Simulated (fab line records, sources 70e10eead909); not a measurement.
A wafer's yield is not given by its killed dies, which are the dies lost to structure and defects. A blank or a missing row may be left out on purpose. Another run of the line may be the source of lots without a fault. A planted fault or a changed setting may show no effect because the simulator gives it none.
fab line records | flow nand_harc
[record] lots = 14 wafers = 42 last_day = 24
route steps=1159 shown A_CONTACT@923 A_BONDPAD@1079 THIN_TSV@1102 END@1159
lots untouched by any fault: they come from a run of this same line in which no faults occurred
start_h: start of the lot's first displayed wafer, in hours after the record's first day | wait_h: time in hours since the lot's previous step | " repeats the value in the row above | L1.1+2: a row that stands for several wafers | - value missing, or start not given | * or withheld: withheld | < > ~ a bound
route shown NAME@n: a module of which the file shows steps, and the number in the route of the first | usual: mean and standard deviation over wafers with no fault | same: alike in all rows | chamber/n: place in a boat | sites: the reading at each site | _std_site: standard deviation across them | _edge_site: inner sites' mean taken away from outer sites' mean | radius_mm: for every site, how far away it sits from the centre of the wafer | mask NAME#n: copy n | behind: the tool/chamber that last shaped the wafer | hold: cause of the lot's hold/its duration in hours/its outcome | device: names the non-switching transistor (n, p or np) | end of line: the route-end tests of the same wafers | where a step has no rows: the recipe by itself | killed: count of dies lost to structure and defects at first sort (not the wafer's yield) | map: per-die view of a wafer (x killed, . not killed, _ where there is no die)
set.NAME: the setting as run; set.NAME@STEP: as run at that earlier step | model.NAME: the simulator's own value behind a step, which no gauge read
the route's steps for a sample of lots (tables are steps, rows are wafers)
services: a tool's chamber out of use, with start hour (start_h, from the record's first day; less than 0 if before it), hours out, and reason
[[steps]]
[step NHARC_A_CONTACT_DEP_84]
[recipe] target_thk_a = 20000 temp_c = 400 material = aC
[usual] throttle_valve_pct = 35.000/0.0094
// columns lot.wafer tool chamber start_h wait_h throttle_valve_pct
L912.1 acl_dep-02 0 379.58 - 34.998
L912.3 " 0 " " 35.003
L912.6 " 0 " " 35.016
L916.1 acl_dep-01 0 390.75 - 35.010
L916.4 " 0 " " 34.990
L916.6 " 0 " " 35.007
L913.3 acl_dep-03 0 391.70 - 35.000
L913.5 " 0 " " 34.990
L913.6 " 0 " " 35.013
L914.2 acl_dep-03 0 397.18 - 34.994
L914.4 " 0 " " 35.000
L914.5 " 0 " " 35.013
L917.1 acl_dep-01 0 400.62 - 34.987
L917.4 " 0 " " 35.010
L917.6 " 0 " " 35.004
L920.3 acl_dep-01 0 429.22 - 34.990
L920.4 " 0 " " 35.013
L920.6 " 0 " " 34.992
L926.1 acl_dep-02 0 469.27 - 35.007
L926.4 " 0 " " 34.997
L926.6 " 0 " " 35.005
L927.3 acl_dep-02 0 475.23 - 35.004
L927.4 " 0 " " 34.985
L927.6 " 0 " " 35.004
L928.2 acl_dep-02 0 482.05 - 34.998
L928.4 " 0 " " 35.004
L928.5 " 0 " " 34.998
L930.1 acl_dep-01 0 491.08 - 35.020
L930.4 " 0 " " 35.003
L930.5 " 0 " " 34.997
L929.3 acl_dep-01 0 494.61 - 35.014
L929.4 " 0 " " 35.016
L929.5 " 0 " " 34.998
L931.1 acl_dep-02 0 500.84 - 35.003
L931.2 " 0 " " 34.995
L931.5 " 0 " " 34.995
L934.1 acl_dep-03 0 517.12 - 34.984
L934.3 " 0 " " 34.989
L934.5 " 0 " " 35.015
L935.1 acl_dep-01 0 523.76 - 34.987
L935.5 " 0 " " 34.995
L935.6 " 0 " " 34.995
[step NHARC_A_BONDPAD_STRIP_15]
[recipe] o2_flow_sccm = 500 ar_flow_sccm = 0 bias_w = 0 chemistry = O2
[usual] drypump_motor_current_A = 5.8/0.41 oes_product_au = 0.993/0.0099 rf_vpp_V = 57.8/0.96 showerhead_plenum_p_Torr = 3.51/0.18 throttle_valve_pct = 17.036/0.0098
// columns lot.wafer tool chamber start_h wait_h drypump_motor_current_A oes_product_au rf_hours_counter_h rf_vpp_V showerhead_plenum_p_Torr throttle_valve_pct
L912.3 rie_diel-04 3 410.24 0.1 6.3 0.994 4 59.4 3.77 17.021
L912.1 " 1 " " 5.7 0.978 4 58.5 3.59 17.046
L912.6 " 3 " " 6.3 1.002 - 58.0 3.77 17.036
L916.4 rie_diel-04 1 415.77 0.1 5.8 0.988 4 59.4 3.58 17.039
L916.1 " 2 " " 5.9 1.013 4 55.8 3.32 17.011
L916.6 " 0 " " 5.3 1.002 - 56.9 3.31 17.036
L913.3 rie_diel-04 1 420.58 0.1 5.8 0.982 4 57.5 3.58 17.032
L913.5 " 2 " " 5.9 1.012 - 56.9 3.32 17.041
L913.6 " 3 " " 6.3 0.998 - 58.9 3.77 17.040
L914.4 rie_diel-04 3 421.02 0.1 6.3 0.996 5 58.1 3.77 17.036
L914.2 " 1 " " 5.7 0.984 4 57.0 3.58 17.048
L914.5 " 3 " " 6.3 0.977 - 59.3 3.77 17.025
L926.1 rie_diel-04 0 494.14 0.1 5.2 0.987 1 56.5 3.31 17.042
L926.4 " 3 " " 6.3 0.983 0 58.2 3.77 17.020
L926.6 " 0 " " 5.3 0.989 - 57.7 3.31 17.046
L927.4 rie_diel-04 3 503.65 0.1 6.3 0.980 1 58.4 3.77 17.041
L927.3 " 0 " " 5.2 0.992 1 57.3 3.31 17.042
L927.6 " 1 " " 5.8 0.972 - 57.8 3.58 17.032
L928.2 rie_diel-04 0 507.36 0.1 5.3 0.985 1 56.8 3.31 17.036
L928.4 " 1 " " 5.8 0.980 1 57.8 3.58 17.031
L928.5 " 0 " " 5.3 0.988 - 57.1 3.31 17.047
L930.4 rie_diel-07 3 521.26 0.1 5.0 1.002 20 58.5 3.73 17.038
L930.1 " 1 " " 6.1 0.995 23 58.3 3.61 17.028
L930.5 " 2 " " 6.8 1.002 - 59.1 3.65 17.025
L929.3 rie_diel-04 2 522.42 0.1 5.9 0.989 2 57.1 3.32 17.040
L929.4 " 0 " " 5.3 0.992 2 58.7 3.31 17.030
L929.5 " 2 " " 5.9 0.987 - 58.0 3.32 17.019
L931.2 rie_diel-07 3 528.66 0.1 5.0 1.002 21 60.2 3.73 17.031
L931.1 " 2 " " 6.8 1.006 25 58.3 3.65 17.037
L931.5 " 3 " " 5.1 1.002 - 57.2 3.73 17.047
L934.1 rie_diel-04 2 538.30 0.1 5.9 0.990 3 57.6 3.32 17.059
L934.3 " 1 " " 5.8 0.985 3 58.4 3.58 17.034
L934.5 " 3 " " 6.3 1.001 - 57.8 3.77 17.028
L935.1 rie_diel-07 0 548.51 0.1 6.0 1.001 28 56.5 3.48 17.028
L935.5 " 3 " " 5.0 1.002 - 58.7 3.73 17.053
L935.6 " 0 " " 6.1 1.001 - 58.0 3.48 17.039
[step NHARC_THIN_TSV_CMP_01]
[recipe] target_thk_um = 3
[usual] motor_current_A = 12.3/0.98
// columns lot.wafer tool chamber start_h wait_h motor_current_A
L912.3 cmp-03 3 424.64 0.7 12.0
L912.1 " 1 " " 11.0
L912.6 " 2 " " 11.4
L916.1 cmp-01 0 429.46 1.0 10.7
L916.4 " 3 " " 13.3
L916.6 " 1 " " 13.8
L913.3 cmp-02 0 434.86 0.7 11.2
L913.5 " 2 " " 11.1
L913.6 " 3 " " 12.3
L914.2 cmp-01 1 438.72 0.8 13.2
L914.4 " 3 " " 12.4
L914.5 " 2 " " 12.9
L926.1 cmp-03 3 510.37 1.0 11.8
L926.4 " 2 " " 12.4
L926.6 " 3 " " 12.2
L927.4 cmp-01 0 521.96 0.4 11.6
L927.3 " 1 " " 13.2
L927.6 " 1 " " 13.2
L928.2 cmp-03 0 523.20 0.9 11.1
L928.4 " 2 " " 12.4
L928.5 " 0 " " 11.4
L930.4 cmp-01 3 537.89 0.4 13.3
L930.1 " 2 " " 12.8
L930.5 " 3 " " 13.5
L929.3 cmp-03 3 539.09 0.6 12.6
L929.4 " 1 " " 10.8
L929.5 " 3 " " 12.7
L931.1 cmp-02 1 542.19 1.0 13.7
L931.2 " 3 " " 12.0
L931.5 " 2 " " 11.5
L934.1 cmp-01 1 552.62 1.0 13.3
L934.3 " 2 " " 12.7
L934.5 " 0 " " 11.4
L935.1 cmp-02 3 562.94 1.1 12.7
L935.6 " 0 " " 11.2
L935.5 " 1 " " 13.3
[step NHARC_THIN_TSV_PRE_CLEAN_54]
[recipe] time_s = 30 temp_c = 280 gas = H2/He
[usual] heater_power_w = 427/52
// columns lot.wafer tool chamber start_h wait_h heater_power_w
L912.3 pvd_sputter-01 - 430.81 0.1 414
L912.1 " - " " 462
L912.6 " - " " 482
L916.1 pvd_sputter-01 - 435.76 0.1 406
L916.4 " - " " 492
L916.6 " - " " 411
L913.3 pvd_sputter-03 - 441.71 0.1 533
L913.6 " - " " 419
L913.5 " - " " 530
L914.2 pvd_sputter-03 - 444.92 0.1 365
L914.4 " - " " 426
L914.5 " - " " 458
L926.4 pvd_sputter-03 - 516.75 0.1 468
L926.1 " - " " 407
L926.6 " - " " 356
L927.4 pvd_sputter-03 - 528.37 0.1 414
L927.3 " - " " 464
L927.6 " - " " 404
L928.4 pvd_sputter-02 - 529.31 0.0 459
L928.2 " - " " 357
L928.5 " - " " 373
L930.4 pvd_sputter-02 - 544.37 0.0 356
L930.1 " - " " 445
L930.5 " - " " 371
L929.4 pvd_sputter-03 - 545.34 0.1 399
L929.3 " - " " 523
L929.5 " - " " 465
L931.2 pvd_sputter-02 - 549.63 0.0 350
L931.1 " - " " 442
L931.5 " - " " 360
L934.3 pvd_sputter-03 - 559.02 0.1 467
L934.1 " - " " 407
L934.5 " - " " 475
L935.1 pvd_sputter-01 - 569.01 0.1 500
L935.5 " - " " 439
L935.6 " - " " 403
[step NHARC_END_SORT_01]
[recipe] temp_c = 25
[usual] killed_at_array = 29/11 killed_at_other = 0.7/1.1 killed_at_periphery = 3.1/2 killed_dies = 33/11 killed_open = 3.5/1.8 killed_short = 2.0/1.4
[same] gross_dies = 677
// columns lot.wafer tool chamber start_h wait_h killed_at_array killed_at_other killed_at_periphery killed_dies killed_open killed_short
L917.1 prober-01 0 488.01 2.5 671 3 3 677 2 1
L917.4 prober-01 0 490.40 3.4 669 3 5 677 5 2
L917.6 prober-01 0 491.99 4.0 667 1 9 677 3 3
L920.3 prober-01 0 497.36 3.1 677 0 0 677 7 1
L920.4 prober-01 0 498.15 3.4 675 0 2 677 1 0
L920.6 prober-01 0 499.74 4.0 674 0 3 677 8 0
// killed by level:class
L917.1 A_CONTACT:area_dep=663 A_CHANNEL_HOLE_D1:chamber_film_flake=3 THIN_TSV:chamber_film_flake=3 A_STAIRCASE:chamber_film_flake=2 P_CONTACT:geometric_particle:open=1 P_M0:geometric_particle:short=1 A_M0:geometric_particle:open=1 P_BONDPAD:chamber_film_flake=1
L917.4 A_CONTACT:area_dep=658 P_M1:chamber_film_flake=3 A_CHANNEL_HOLE_D1:chamber_film_flake=3 THIN_TSV:chamber_film_flake=3 A_CONTACT:geometric_particle:open=2 A_STAIRCASE:chamber_film_flake=2 P_M0:geometric_particle:open=1 A_CHANNEL_FILL_D1:geometric_particle:short=1
L917.6 A_CONTACT:area_dep=657 P_BONDPAD:chamber_film_flake=5 A_STAIRCASE:chamber_film_flake=4 A_CONTACT:geometric_particle:open=2 A_BLC:chamber_film_flake=2 P_GATE:geometric_particle:open=1 P_CONTACT:geometric_particle:short=1 A_CONTACT:geometric_particle:short=1
L920.3 A_CONTACT:area_dep=647 A_CHANNEL_HOLE_D1:chamber_film_flake=17 A_CONTACT:chamber_film_flake=3 A_SGD_CUT:geometric_particle:open=2 A_CONTACT:geometric_particle:open=2 A_M0:geometric_particle:open=2 A_STAIRCASE:chamber_film_flake=2 A_ONON_D1:geometric_particle:short=1
L920.4 A_CONTACT:area_dep=652 A_CHANNEL_HOLE_D1:chamber_film_flake=17 A_STAIRCASE:chamber_film_flake=4 A_M0:geometric_particle:open=1 P_ZERO_WELL:chamber_film_flake=1 P_STI:chamber_film_flake=1 A_CONTACT:chamber_film_flake=1
L920.6 A_CONTACT:area_dep=650 A_CHANNEL_HOLE_D1:chamber_film_flake=15 A_ONON_D1:geometric_particle:open=2 A_SGD_CUT:geometric_particle:open=2 P_ZERO_WELL:chamber_film_flake=2 P_CONTACT:geometric_particle:open=1 A_CONTACT:geometric_particle:open=1 A_M0:geometric_particle:open=1
[[services]]
// columns tool chamber start_h hours kind
cmp-01 - 376.98 4.0 pm
cmp-02 - 377.83 3.5 repair
pvd_sputter-02 - 392.00 10.0 pm
cmp-02 - 393.84 1.6 repair
cmp-02 - 403.69 1.1 repair
rie_diel-07 - 405.62 9.0 pm
acl_dep-03 - 407.47 13.0 pm
cmp-03 - 417.89 2.9 repair
cmp-03 - 428.59 59.3 repair
pvd_sputter-02 - 436.22 5.5 repair
pvd_sputter-01 - 437.89 14.8 repair
rie_diel-07 3 440.93 18.8 repair
cmp-02 - 451.92 4.0 pm
rie_diel-04 1 452.88 3.2 repair
cmp-01 - 455.58 0.5 repair
pvd_sputter-03 - 458.07 10.0 pm
rie_diel-04 - 465.90 9.0 pm
acl_dep-01 - 474.42 13.0 pm
cmp-01 - 475.06 4.0 pm
rie_diel-04 3 478.02 9.2 repair
cmp-03 - 487.92 4.0 pm
cmp-03 - 523.71 0.6 repair
acl_dep-02 - 529.72 13.0 pm
rie_diel-04 - 545.97 0.1 repair
[[key]]
[first_sign] step = NHARC_END_SORT_01 reading = killed_dies direction = up sigmas = 61 usual = 33 struck = 677
[effect] step = NHARC_END_SORT_01 reading = killed_at_array direction = up sigmas = 60 usual = 29 struck = 672
[more_kills_born_at] NHARC_A_CONTACT_DEP_84@acl_dep-01 = 3927
met_at NHARC_A_CONTACT_DEP_84
struck_lots L917,L920
struck_wafers L917.1,L917.4,L917.6,L920.3,L920.4,L920.6
later_rows_left_out L917.1,L917.4,L917.6,L920.3,L920.4,L920.6
tester_left_out L917,L920
not_acting_at NHARC_A_BONDPAD_STRIP_15,NHARC_THIN_TSV_CMP_01,NHARC_THIN_TSV_PRE_CLEAN_54
onset_between 390.75 400.62
[fault] kind = process_parameter_drift tool = acl_dep-01 chamber = 0 onset_h = 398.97 steps = NHARC_A_CONTACT_DEP_84 channel = target_thk_a offset = * shape = step end_h = 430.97 acts_in = * stated = *
// tester_left_out: of these lots the tester's yield and bins aren't shown, on N5 and GAA mostly nor the transistor test; their killed dies are dies lost to structure and defects alone, not to doping, threshold or leakage, so they don't give the yield
// later_rows_left_out: the simulator's readings of these wafers behind a module that went badly wrong aren't trusted and aren't shown, but for the sort
